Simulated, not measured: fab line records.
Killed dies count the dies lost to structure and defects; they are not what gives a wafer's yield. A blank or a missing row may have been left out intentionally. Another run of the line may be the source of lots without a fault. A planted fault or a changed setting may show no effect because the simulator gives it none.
Chamber matching | flow n5-finfet | 4 sister chambers for N5_HKMG_FIN_ETCH_31 on rie-diel-04
The step etches SiARC in CF4, target depth 45.5 nm, time 75.8 s. 4 wafers are shown with their chamber, then 8 later ones without.

## WAFERS, EACH WITH ITS CHAMBER
wafer  | chamber | showerhead-plenum-p-Torr (Torr)
L080.6 | 3       | 2.12
L086.4 | 0       | 2.12
L086.6 | 2       | 2.13
L089.1 | 1       | 2.23

## WAFERS MISSING THEIR CHAMBER
wafer  | showerhead-plenum-p-Torr (Torr)
L089.3 | 2.11
L089.4 | 2.13
L090.1 | 2.13
L090.2 | 2.11
L090.3 | 2.23
L093.1 | 2.13
L093.2 | 2.11
L093.5 | 2.23

## WHICH CHAMBER EACH ONE RAN IN
wafer  | from the rows above          | in truth
L089.3 | can't be placed: 0 or 3 or 2 | 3
L089.4 | can't be placed: 2 or 0 or 3 | 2
L090.1 | can't be placed: 2 or 0 or 3 | 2
L090.2 | can't be placed: 0 or 3 or 2 | 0
L090.3 | 1                            | 1
L093.1 | can't be placed: 2 or 0 or 3 | 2
L093.2 | can't be placed: 0 or 3 or 2 | 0
L093.5 | 1                            | 1
Correct placement for 2 of the 8. Cannot be placed on the basis of these rows: 6; the candidates contain the true chamber in 6. Placed wrongly: 0.
How it was worked out, from the rows above alone: a wafer's distance from a chamber is the root of the sum, over the readings, of the square of ((its reading less the chamber's mean) divided by the reading's scatter). If the next closest chamber is less than 2 further off than the closest, the wafer can't be placed; otherwise it belongs to the closest. Each chamber's mean is taken over the wafers shown for it. The scatter: with one shown wafer a chamber, the root of the mean of the squares of how far each hidden wafer lies from its nearest shown one.
